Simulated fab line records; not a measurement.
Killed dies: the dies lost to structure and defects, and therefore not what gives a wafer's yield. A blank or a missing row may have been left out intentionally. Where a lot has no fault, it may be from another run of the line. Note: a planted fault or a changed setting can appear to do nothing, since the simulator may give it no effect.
fab line records	flow n5Finfet
[record] lots = 7	wafers = 39
route steps=1938 shown BEOL_M1@797 BEOL_M3@931 BEOL_M8@1368 BEOL_M11@1573 BEOL_M12@1643 MIM_BOT@1833 PASSIVATION@1930
startH: the number of hours between the record's first day and the start of the first shown wafer of the lot	waitH: hours elapsed since this lot's preceding step	" same as the row above	L1.1+2: a single row standing in for several wafers	- no value present, or no start provided	* or withheld: withheld	< > ~ a bound
route shown NAME@n: a module of which the file shows steps, and the number in the route of the first	usual: mean/standard deviation taken from wafers without a fault	same: alike in all rows	chamber/n: place in a boat	sites: the reading at each site	_std_site: the standard deviation of these	_edge_site: mean of outer sites minus mean of inner sites	radiusMm: how far each site lies from the wafer's centre	mask NAME#n: copy n	behind: tool/chamber where the wafer was last shaped	hold: cause of the lot's hold/its duration in hours/its outcome	device: the n, p or np transistor that did not switch	end of line: tests of these same wafers at the route's end	step lacking rows: just its recipe	killed: at the first sort, the dies lost to defects and structure; wafer yield is something else	map: shows each die of a wafer: x if killed, . if not, _ if none is there
set.NAME: setting as actually run; set.NAME@STEP: the setting as run at that earlier step	model.NAME: the simulator's own value behind a step, which no gauge read
lots whose settings were changed on purpose; a table a step, a row a wafer
[[steps]]
[step N5_BEOL_M1_VIA_ETCH_34]
[recipe] chemistry = C4F6/O2	targetDepthA = 678	maskMaterial = SOC	pressureMtorr = 15	ionEnergyEv = 250	taperDeg = 4	timeS = 64.4	sourceW = 350	biasW = 170	Ar_flow_sccm = 300	C4F6_flow_sccm = 10	O2_flow_sccm = 10
lot.wafer	tool	chamber	startH	waitH	set.targetDepthA	model.etch.depthNm	model.SOC_of_BEOL_M1_COAT_67.thkNm
L076.1	rieDiel-03	3	144.06	0.0	678	66.9	52.2
L076.2	"	1	"	"	1040	101.1	48
L076.3	"	2	"	"	678	66.77	52
L076.4	"	0	"	"	1040	101.6	48.2
L076.5	"	3	"	"	1040	104.2	47.8
L076.6	"	0	"	"	678	66.49	52.2
L078.1	rieDiel-06	3	147.00	0.0	678	70.06	52
L078.2	"	1	"	"	678	69.81	52.2
L078.3	"	2	"	"	678	67.92	52.6
L078.4	"	0	"	"	536.1	54.03	54
L078.5	"	3	"	"	536.1	54.47	53.8
L078.6	"	0	"	"	536.1	53.55	54
L085.1	rieDiel-03	1	192.61	0.0	678	65.65	52.6
L085.2	"	0	"	"	1025	101.1	48.4
L085.3	"	2	"	"	1025	102.6	48.2
L085.4	"	3	"	"	1025	102.3	48.4
L085.5	"	3	"	"	678	67.78	52.4
L085.6	"	0	"	"	678	66.63	52.6
L087.3	rieDiel-03	0	207.33	0.0	678	65.42	52.6
L087.4	"	3	"	"	678	66.32	52.6
L087.5	"	1	"	"	678	64.94	53
L091.1	rieDiel-05	0	233.93	0.0	678	67.61	52.4
L091.2	"	3	"	"	678	67.42	52.4
L091.3	"	1	"	"	678	69.17	52.2
L091.4	"	1	"	"	678	69.71	52
L091.5	"	0	"	"	678	67.39	52.4
L091.6	"	3	"	"	678	66.95	52.4
L097.1	rieDiel-03	2	262.48	0.0	678	67.39	52
L097.2	"	0	"	"	678	65.44	52.2
L097.3	"	3	"	"	1056	104.1	47.6
L097.4	"	1	"	"	1056	101.8	48.2
L097.5	"	2	"	"	678	66.75	52.2
L097.6	"	1	"	"	1056	101.4	48.4
L096.1	rieDiel-06	2	262.52	0.0	678	66.89	52
L096.2	"	3	"	"	393.9	40.1	55
L096.3	"	0	"	"	393.9	39.33	55.2
L096.4	"	1	"	"	678	67.97	51.8
L096.5	"	2	"	"	393.9	39.05	55.4
L096.6	"	3	"	"	678	68.43	51.6
[step N5_BEOL_M3_ILD_DEP_00]
[recipe] material = SiOC	targetThkA = 790	tempC = 350	precursor = DEMS/O2	pressureTorr = 5	rfW = 500	timeS = 15.3
lot.wafer	tool	chamber	startH	waitH	set.targetThkA	model.SiOC_of_BEOL_M3_ILD_DEP_00.thkNm
L076.1	pecvd-02	2	157.41	0.0	790	78
L076.2	"	0	"	"	598.7	60.2
L076.3	"	1	"	"	790	78.2
L076.4	"	0	"	"	790	79.4
L076.5	"	2	"	"	598.7	59.6
L076.6	"	1	"	"	598.7	60.8
L078.1	pecvd-02	2	160.06	0.0	790	79.4
L078.2	"	1	"	"	790	78.6
L078.3	"	1	"	"	790	80.8
L078.4	"	2	"	"	790	79
L078.5	"	2	"	"	790	79.8
L078.6	"	1	"	"	790	80.6
L085.1	pecvd-02	2	208.50	0.0	790	78.6
L085.2	"	1	"	"	790	79.4
L085.3	"	0	"	"	790	80
L085.4	"	2	"	"	790	79.6
L085.5	"	0	"	"	790	80.2
L085.6	"	1	"	"	790	81.4
L087.3	pecvd-04	0	220.87	0.1	790	80
L087.4	"	1	"	"	790	79
L087.5	"	1	"	"	790	79.6
L091.1+2+4	pecvd-04	2,0,1	248.22	0.0	790	80
L091.3	"	1	"	"	790	77.8
L091.5	"	0	"	"	790	81.2
L091.6	"	2	"	"	790	81
L097.1	pecvd-04	0	278.71	0.0	790	78
L097.2	"	1	"	"	790	77.4
L097.3	"	2	"	"	790	78.4
L097.4	"	2	"	"	790	78.6
L097.5	"	1	"	"	790	79
L097.6	"	0	"	"	790	80.8
L096.1	pecvd-02	0	279.11	0.0	417.9	43.4
L096.2	"	1	"	"	417.9	41.6
L096.3	"	2	"	"	417.9	40.6
L096.4	"	2	"	"	790	79.4
L096.5	"	1	"	"	790	81.2
L096.6	"	0	"	"	790	80.2
[step N5_BEOL_M3_THK_MEAS_01]
[recipe] reads = SiOC_of_BEOL_M3_ILD_DEP_00
[usual] M3_ILD_THK = 79.2/1
lot.wafer	tool	chamber	startH	waitH	set.targetThkA@BEOL_M3_ILD_DEP_00	M3_ILD_THK[nm]
L076.1	filmMetro-01	-	157.48	0.0	790	78.0
L076.2	"	-	"	"	598.7	60.2
L076.3	"	-	"	"	790	78.3
L076.4	"	-	"	"	790	79.3
L076.5	"	-	"	"	598.7	59.6
L076.6	"	-	"	"	598.7	60.8
L078.1	filmMetro-01	-	160.14	0.1	790	79.3
L078.2	"	-	"	"	790	78.5
L078.3	"	-	"	"	790	80.8
L078.4	"	-	"	"	790	79.1
L078.5	"	-	"	"	790	79.8
L078.6	"	-	"	"	790	80.6
L085.1	filmMetro-01	-	208.57	0.0	790	78.5
L085.2	"	-	"	"	790	79.4
L085.3	"	-	"	"	790	79.9
L085.4	"	-	"	"	790	79.6
L085.5	"	-	"	"	790	80.2
L085.6	"	-	"	"	790	81.4
L087.3	filmMetro-02	-	220.94	0.1	790	80.0
L087.4	"	-	"	"	790	79.1
L087.5	"	-	"	"	790	79.6
L091.1	filmMetro-02	-	248.29	0.0	790	79.9
L091.2	"	-	"	"	790	80.1
L091.3	"	-	"	"	790	77.8
L091.4	"	-	"	"	790	79.9
L091.5	"	-	"	"	790	81.1
L091.6	"	-	"	"	790	81.0
L097.1	filmMetro-02	-	278.78	0.0	790	78.0
L097.2	"	-	"	"	790	77.3
L097.3	"	-	"	"	790	78.4
L097.4	"	-	"	"	790	78.5
L097.5	"	-	"	"	790	79.0
L097.6	"	-	"	"	790	80.8
L096.1	filmMetro-01	-	279.18	0.0	417.9	43.3
L096.2	"	-	"	"	417.9	41.7
L096.3	"	-	"	"	417.9	40.6
L096.4	"	-	"	"	790	79.6
L096.5	"	-	"	"	790	81.2
L096.6	"	-	"	"	790	80.1
[step N5_BEOL_M8_DESCUM_33]
[recipe] chemistry = O2	timeS = 7	sourcePowerW = 50	biasPowerW = 20	pressureMtorr = 20	rfFrequencyHz = 2.712e+07	tempC = 40	resist = CAR-EUV	o2FlowSccm = 225
lot.wafer	tool	chamber	startH	waitH	set.timeS	model.CAR-EUV_of_BEOL_M8_COAT_22.thkNm	model.BEOL_M8.cdNm
L076.1+6	rieDiel-01	0,3	212.65	0.1	7	26	40
L076.2	"	1	"	"	7	26.2	39.8
L076.3+5	"	2,0	"	"	9.92	24.6	40.4
L076.4	"	3	"	"	9.92	24.6	40.6
L078.1+5	rieDiel-01	2	221.46	0.5	9.926	24.4	40.6
L078.2	"	3	"	"	7	26	40.2
L078.3+4	"	0,1	"	"	7	26	40
L078.6	"	3	"	"	9.926	24.6	40.6
L085.1	rieDiel-01	2	266.21	0.0	4.367	27.2	39.4
L085.2+5+6	"	0,2,3	"	"	7	26	39.8
L085.3	"	1	"	"	4.367	27.4	39.4
L085.4	"	3	"	"	4.367	27.4	39.6
L087.3+4	rieDiel-02	1,2	275.17	0.4	7	26.2	40
L087.5	"	2	"	"	7	26.2	39.8
L091.1+4+5	rieDiel-01	0,2,1	304.53	0.0	9.536	24.8	40.2
L091.2+6	"	3,0	"	"	7	26	39.8
L091.3	"	1	"	"	7	26	39.6
L097.1+4	rieDiel-01	0,1	335.12	0.0	7	26	40
L097.2+5+6	"	2,0,3	"	"	11.09	24	40.6
L097.3	"	3	"	"	7	26	40.2
L096.1+5	rieDiel-02	3,0	340.48	0.0	7	26	40.2
L096.2	"	0	"	"	4.117	27.4	39.8
L096.3+6	"	2,3	"	"	4.117	27.4	39.6
L096.4	"	1	"	"	7	26.2	40.2
[step N5_BEOL_M8_ETCH_72]
[recipe] chemistry = N2/H2	target = underlayer	targetDepthA = 65	maskMaterial = CAR-EUV	timeS = 5.2	ionEnergyEv = 200	pressureMtorr = 30	sourceW = 840	biasW = 150	n2FlowSccm = 200	h2FlowSccm = 200	ends = cleared
lot.wafer	tool	chamber	startH	waitH	set.timeS@BEOL_M8_DESCUM_33	model.BEOL_M8.cdNm
L076.1+6	rieDiel-01	0,3	212.68	0.0	7	40
L076.2	"	1	"	"	7	39.8
L076.3+4+5	"	2,3,0	"	"	9.92	40.4
L078.1+5+6	rieDiel-01	2,2,3	221.49	0.0	9.926	40.6
L078.2	"	3	"	"	7	40.2
L078.3+4	"	0,1	"	"	7	40
L085.1+3	rieDiel-01	2,1	266.24	0.0	4.367	39.4
L085.2	"	0	"	"	7	39.6
L085.4	"	3	"	"	4.367	39.6
L085.5+6	"	2,3	"	"	7	39.8
L087.3+4	rieDiel-02	1,2	275.21	0.0	7	40
L087.5	"	2	"	"	7	39.8
L091.1+4	rieDiel-01	0,2	304.56	0.0	9.536	40
L091.2+6	"	3,0	"	"	7	39.8
L091.3	"	1	"	"	7	39.6
L091.5	"	1	"	"	9.536	40.2
L097.1+3+4	rieDiel-01	0,3,1	335.16	0.0	7	40
L097.2	"	2	"	"	11.09	40.6
L097.5+6	"	0,3	"	"	11.09	40.4
L096.1+4+5	rieDiel-02	3,1,0	340.51	0.0	7	40.2
L096.2+3	"	0,2	"	"	4.117	39.8
L096.6	"	3	"	"	4.117	39.6
[step N5_BEOL_M11_ETCH_66]
[recipe] chemistry = N2/H2	target = SOC	targetDepthA = 1200	overetchA = 240	maskMaterial = SiARC	tempC = 40	timeS = 180	ionEnergyEv = 200	pressureMtorr = 30	sourceW = 840	biasW = 150	n2FlowSccm = 200	h2FlowSccm = 200
lot.wafer	tool	chamber	startH	waitH	set.timeS	model.SiARC_of_BEOL_M11_COAT_64.thkNm
L078.1+5	rieDiel-05	0	243.17	0.0	180	22.8
L078.2	"	2	"	"	259.7	19.6
L078.3	"	1	"	"	259.7	19.2
L078.4	"	2	"	"	180	22.6
L078.6	"	1	"	"	259.7	19
L076.1+5	rieDiel-05	1	243.64	0.0	180	22.4
L076.2+4	"	2	"	"	180	22.6
L076.3	"	0	"	"	180	23
L076.6	"	0	"	"	180	22.8
L085.1+3+5	rieDiel-06	1,3,3	291.75	0.0	260.5	19.4
L085.2+6	"	0	"	"	180	22.8
L085.4	"	2	"	"	180	23
L087.3+5	rieDiel-05	2	302.29	0.0	180	22.8
L087.4	"	3	"	"	180	23
L091.1	rieDiel-03	0	328.08	0.0	180	23
L091.2	"	3	"	"	210.7	21.8
L091.3+5	"	1	"	"	180	23.2
L091.4+6	"	2	"	"	210.7	21.6
L097.1	rieDiel-05	0	360.59	0.0	180	23.2
L097.2+6	"	1	"	"	94.82	26.2
L097.3	"	2	"	"	180	22.8
L097.4	"	3	"	"	94.82	26.4
L097.5	"	0	"	"	180	23
L096.1	rieDiel-03	1	369.41	0.0	219.7	21
L096.2+4	"	0,3	"	"	219.7	21.2
L096.3	"	2	"	"	180	22.6
L096.5+6	"	3,0	"	"	180	22.8
[step N5_BEOL_M12_ETCH_38]
[recipe] chemistry = CF4/N2	target = SiCN	targetDepthA = 687	taperDeg = 2	timeS = 73.4	ionEnergyEv = 150	maskMaterial = SiO2	pressureMtorr = 40	sourceW = 430	biasW = 70	Ar_flow_sccm = 100	cf4FlowSccm = 60	n2FlowSccm = 60
lot.wafer	tool	chamber	startH	waitH	set.targetDepthA	model.etch.depthNm
L078.1	rieDiel-02	1	249.94	-	687	58.33
L078.2	"	3	"	"	687	58.56
L078.3	"	2	"	"	687	58.27
L078.4	"	0	"	"	687	57.01
L078.5	"	3	"	"	687	58.62
L078.6	"	2	"	"	687	57.93
L076.1	rieDiel-02	1	250.04	-	826.7	70.93
L076.2	"	3	"	"	826.7	70.23
L076.3	"	0	"	"	826.7	69.67
L076.4	"	2	"	"	687	58.49
L076.5	"	1	"	"	687	58.8
L076.6	"	0	"	"	687	58.15
L085.1	rieDiel-01	0	299.57	-	349.8	30.42
L085.2	"	3	"	"	687	59.24
L085.3	"	1	"	"	687	58.54
L085.4	"	2	"	"	687	58.36
L085.5+6	"	1,2	"	"	349.8	30.08
L087.3	rieDiel-02	0	308.97	-	687	56.64
L087.4	"	2	"	"	687	57.46
L087.5	"	0	"	"	687	56.67
L091.1	rieDiel-04	1	335.49	-	687	60.01
L091.2	"	0	"	"	687	60.53
L091.3	"	2	"	"	687	59.49
L091.4	"	3	"	"	687	59.65
L091.5	"	3	"	"	687	59.94
L091.6	"	2	"	"	687	59.37
L097.1+3	rieDiel-02	1,3	366.34	-	687	58.5
L097.2	"	0	"	"	687	57.34
L097.4	"	2	"	"	687	57.97
L097.5	"	3	"	"	687	58.18
L097.6	"	2	"	"	687	58.27
L096.1	rieDiel-02	3	378.65	-	687	58.86
L096.2	"	0	"	"	855.5	71.7
L096.3	"	1	"	"	687	58.62
L096.4	"	2	"	"	687	58.05
L096.5	"	0	"	"	855.5	71.32
L096.6	"	1	"	"	855.5	72.77
[step N5_MIM_BOT_SPUTTER_00]
[recipe] material = TiN	targetThkA = 350	tempC = 200	powerW = 3000	chamberPressurePa = 0.49996	gas = Ar	reactivePartialPa = 0.37997	timeS = 89.7
lot.wafer	tool	chamber	startH	waitH	set.targetThkA	model.TiN_of_MIM_BOT_SPUTTER_00.thkNm
L078.1+2	pvdSputter-02	-	269.92	0.0	160.1	15.4
L078.3+6	"	-	"	"	350	34.4
L078.4	"	-	"	"	350	34.2
L078.5	"	-	"	"	160.1	15
L076.1+3	pvdSputter-03	-	271.31	0.0	350	35
L076.2	"	-	"	"	478.9	48
L076.4+6	"	-	"	"	478.9	48.2
L076.5	"	-	"	"	350	35.6
L085.1	pvdSputter-03	-	323.69	0.0	350	35.6
L085.2	"	-	"	"	350	35.8
L085.3+6	"	-	"	"	408.1	41.4
L085.4	"	-	"	"	408.1	41.8
L085.5	"	-	"	"	350	36
L087.3+5	pvdSputter-01	-	332.71	0.0	350	35.2
L087.4	"	-	"	"	350	34.8
L091.1	pvdSputter-02	-	358.45	0.0	350	35
L091.2	"	-	"	"	350	34.6
L091.3	"	-	"	"	256.4	26
L091.4	"	-	"	"	256.4	25.8
L091.5	"	-	"	"	256.4	25.6
L091.6	"	-	"	"	350	35.2
L097.1+4	pvdSputter-02	-	398.50	0.0	350	35
L097.2+6	"	-	"	"	496.6	49.8
L097.3	"	-	"	"	496.6	49.6
L097.5	"	-	"	"	350	35.2
L096.1+3	pvdSputter-03	-	401.53	0.0	350	35
L096.2	"	-	"	"	350	35.6
L096.4	"	-	"	"	149.3	14.8
L096.5	"	-	"	"	149.3	15.2
L096.6	"	-	"	"	149.3	15
[step N5_PASSIVATION_ETCH_54]
[recipe] chemistry = CHF3/O2	target = SiO2	targetDepthA = 8800	CHF3_flow_sccm = 50	O2_flow_sccm = 5	Ar_flow_sccm = 200	timeS = 440	maskMaterial = PR	pressureMtorr = 30	sourceW = 650	biasW = 170	ionEnergyEv = 200
lot.wafer	tool	chamber	startH	waitH	set.timeS	model.etch.depthNm	model.PASSIVATION.featureDepthNm
L078.1	rieDiel-01	0	278.54	0.1	440	905.1	905
L078.2	"	2	"	"	440	894.3	894.4
L078.3	"	1	"	"	440	885.7	885.8
L078.4	"	3	"	"	440	897.9	897.8
L078.5	"	0	"	"	440	898.5	898.6
L078.6	"	1	"	"	440	884.5	884.4
L076.1	rieDiel-04	0	281.12	0.1	440	893.1	893
L076.2	"	1	"	"	440	889.8	889.8
L076.3	"	2	"	"	440	872.8	872.8
L076.4	"	3	"	"	440	876	876
L076.5	"	3	"	"	440	874.5	874.4
L076.6	"	2	"	"	440	876.2	876.2
L085.1	rieDiel-02	3	333.31	0.1	440	869.5	869.6
L085.2	"	0	"	"	555.5	1082	1082
L085.3+6	"	1	"	"	555.5	1104	1104
L085.4	"	2	"	"	440	863.9	864
L085.5	"	0	"	"	440	855.1	855.2
L087.3	rieDiel-04	1	342.52	0.1	440	899.8	899.8
L087.4	"	1	"	"	440	904.5	904.6
L087.5	"	3	"	"	440	883.2	883.2
L091.1	rieDiel-01	3	369.46	0.1	507.3	1022	1022
L091.2	"	2	"	"	507.3	1035	1035
L091.3	"	0	"	"	440	891.1	891.2
L091.4	"	1	"	"	507.3	1007	1007
L091.5	"	2	"	"	440	892.8	892.8
L091.6	"	3	"	"	440	885.5	885.6
L097.1	rieDiel-04	0	407.86	0.1	526.5	1064	1064
L097.2	"	3	"	"	440	877.5	877.4
L097.3	"	2	"	"	526.5	1049	1049
L097.4	"	2	"	"	440	874.7	874.8
L097.5	"	3	"	"	440	882.6	882.6
L097.6	"	0	"	"	526.5	1074	1074
L096.1	rieDiel-04	2	410.80	0.1	440	892.7	892.8
L096.2	"	3	"	"	230.5	462.9	463
L096.3	"	0	"	"	440	903.4	903.4
L096.4	"	0	"	"	230.5	473.6	473.6
L096.5	"	2	"	"	230.5	463.2	463.2
L096.6	"	3	"	"	440	887.8	887.8
[[key]]
[split] step = N5_BEOL_M1_VIA_ETCH_34	setting = targetDepthA	stated = 678	by = wafer
[response] step = N5_BEOL_M1_VIA_ETCH_34	reading = model.etch.depthNm	change = +0.67	per = 1%	r = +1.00
[response] step = N5_BEOL_M1_VIA_ETCH_34	reading = model.SOC_of_BEOL_M1_COAT_67.thkNm	change = -0.078	per = 1%	r = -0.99
[split] step = N5_BEOL_M3_ILD_DEP_00	setting = targetThkA	stated = 790	by = wafer
[response] step = N5_BEOL_M3_ILD_DEP_00	reading = model.SiOC_of_BEOL_M3_ILD_DEP_00.thkNm	change = +0.803	per = 1%	r = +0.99
[response] step = N5_BEOL_M3_THK_MEAS_01	reading = M3_ILD_THK	change = +0.803	per = 1%	r = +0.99
[split] step = N5_BEOL_M8_DESCUM_33	setting = timeS	stated = 7	by = wafer
[response] step = N5_BEOL_M8_DESCUM_33	reading = model.CAR-EUV_of_BEOL_M8_COAT_22.thkNm	change = -0.0345	per = 1%	r = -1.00
[response] step = N5_BEOL_M8_DESCUM_33	reading = model.BEOL_M8.cdNm	change = +0.0112	per = 1%	r = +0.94
[response] step = N5_BEOL_M8_ETCH_72	reading = model.BEOL_M8.cdNm	change = +0.00974	per = 1%	r = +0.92
[split] step = N5_BEOL_M11_ETCH_66	setting = timeS	stated = 180	by = wafer
[response] step = N5_BEOL_M11_ETCH_66	reading = model.SiARC_of_BEOL_M11_COAT_64.thkNm	change = -0.075	per = 1%	r = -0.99
[split] step = N5_BEOL_M12_ETCH_38	setting = targetDepthA	stated = 687	by = wafer
[response] step = N5_BEOL_M12_ETCH_38	reading = model.etch.depthNm	change = +0.575	per = 1%	r = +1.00
[split] step = N5_MIM_BOT_SPUTTER_00	setting = targetThkA	stated = 350	by = wafer
[response] step = N5_MIM_BOT_SPUTTER_00	reading = model.TiN_of_MIM_BOT_SPUTTER_00.thkNm	change = +0.351	per = 1%	r = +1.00
[split] step = N5_PASSIVATION_ETCH_54	setting = timeS	stated = 440	by = wafer
[response] step = N5_PASSIVATION_ETCH_54	reading = model.etch.depthNm	change = +8.99	per = 1%	r = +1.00
[response] step = N5_PASSIVATION_ETCH_54	reading = model.PASSIVATION.featureDepthNm	change = +8.99	per = 1%	r = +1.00
